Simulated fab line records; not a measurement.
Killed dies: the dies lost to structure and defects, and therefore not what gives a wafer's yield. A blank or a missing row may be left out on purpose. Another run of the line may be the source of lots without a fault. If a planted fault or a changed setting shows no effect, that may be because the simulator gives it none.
Matching of chambers :: flow nand harc :: 4 sister chambers for NHARC_A_CHANNEL_HOLE_D1_ETCH_34 on rie diel-08
The step etches the open film in CF4/CHF3, target depth 154 nm, time 77 s. 16 wafers are shown with their chamber, then 7 later ones without.

WAFERS PAIRED WITH THEIR CHAMBERS
wafer: L998.1
chamber: 2
drypump motor current A (A): 5.5
rf vpp V (V): 366.5
run length s (s): 98.5

wafer: L998.3
chamber: 0
drypump motor current A (A): 5.1
rf vpp V (V): 372.8
run length s (s): 98.2

wafer: L998.6
chamber: 3
drypump motor current A (A): 6.0
rf vpp V (V): 371.4
run length s (s): 98.3

wafer: L999.4
chamber: 0
drypump motor current A (A): 5.1
rf vpp V (V): 372.9
run length s (s): 97.8

wafer: L999.5
chamber: 3
drypump motor current A (A): 6.0
rf vpp V (V): 372.2
run length s (s): 98.1

wafer: L999.6
chamber: 0
drypump motor current A (A): 5.1
rf vpp V (V): 372.5
run length s (s): 97.7

wafer: L100.1
chamber: 1
drypump motor current A (A): 4.9
rf vpp V (V): 368.7
run length s (s): 98.6

wafer: L100.2
chamber: 0
drypump motor current A (A): 5.1
rf vpp V (V): 373.0
run length s (s): 97.8

wafer: L100.5
chamber: 2
drypump motor current A (A): 5.6
rf vpp V (V): 368.0
run length s (s): 98.5

wafer: L101.1
chamber: 1
drypump motor current A (A): 4.9
rf vpp V (V): 368.1
run length s (s): 98.4

wafer: L101.4
chamber: 2
drypump motor current A (A): 5.5
rf vpp V (V): 367.6
run length s (s): 99.0

wafer: L101.5
chamber: 1
drypump motor current A (A): 4.9
rf vpp V (V): 367.7
run length s (s): 98.8

wafer: L102.3
chamber: 0
drypump motor current A (A): 5.1
rf vpp V (V): 371.9
run length s (s): 98.3

wafer: L102.5
chamber: 1
drypump motor current A (A): 4.9
rf vpp V (V): 368.4
run length s (s): 98.5

wafer: L102.6
chamber: 0
drypump motor current A (A): 5.1
rf vpp V (V): 372.3
run length s (s): 98.1

wafer: L108.2
chamber: 0
drypump motor current A (A): 5.1
rf vpp V (V): 371.7
run length s (s): 97.7

SIGNATURES, as means of the wafers listed above
reading: drypump motor current A
chamber 0: 5.100
chamber 1: 4.900
chamber 2: 5.533
chamber 3: 6.000
scatter within a chamber: 0.0236

reading: rf vpp V
chamber 0: 372.443
chamber 1: 368.225
chamber 2: 367.367
chamber 3: 371.800
scatter within a chamber: 0.547

reading: run length s
chamber 0: 97.943
chamber 1: 98.575
chamber 2: 98.667
chamber 3: 98.200
scatter within a chamber: 0.233
Rule: for each reading, subtract the chamber's mean from the wafer's reading, divide by that reading's scatter and square the result; add these up over the readings and take the root, which gives the wafer's distance from the chamber. The wafer belongs to the nearest chamber; if the next one is less than 2 further off, it can't be placed. How the scatter is found: for the shown wafers, subtract from each reading the mean of its chamber, square and add these, divide the total by (wafers less chambers), then take the root.

WAFERS WITHOUT THEIR CHAMBER
wafer: L110.2
drypump motor current A (A): 4.9
rf vpp V (V): 367.6
run length s (s): 98.4

wafer: L110.5
drypump motor current A (A): 6.0
rf vpp V (V): 372.3
run length s (s): 98.2

wafer: L111.1
drypump motor current A (A): 6.0
rf vpp V (V): 372.6
run length s (s): 98.3

wafer: L111.4
drypump motor current A (A): 5.5
rf vpp V (V): 366.3
run length s (s): 99.0

wafer: L117.2
drypump motor current A (A): 5.2
rf vpp V (V): 370.8
run length s (s): 97.8

wafer: L117.3
drypump motor current A (A): 5.5
rf vpp V (V): 366.7
run length s (s): 98.7

wafer: L117.4
drypump motor current A (A): 6.0
rf vpp V (V): 372.0
run length s (s): 98.9

WHICH CHAMBER EACH WENT THROUGH
wafer: L110.2
from the rows above: 1
in truth: 1

wafer: L110.5
from the rows above: 3
in truth: 3

wafer: L111.1
from the rows above: 3
in truth: 3

wafer: L111.4
from the rows above: 2
in truth: 2

wafer: L117.2
from the rows above: 0
in truth: 0

wafer: L117.3
from the rows above: 2
in truth: 2

wafer: L117.4
from the rows above: 3
in truth: 3
Correct placement for 7 of the 7. Left unplaced by these rows: 0. Placed wrongly: 0.
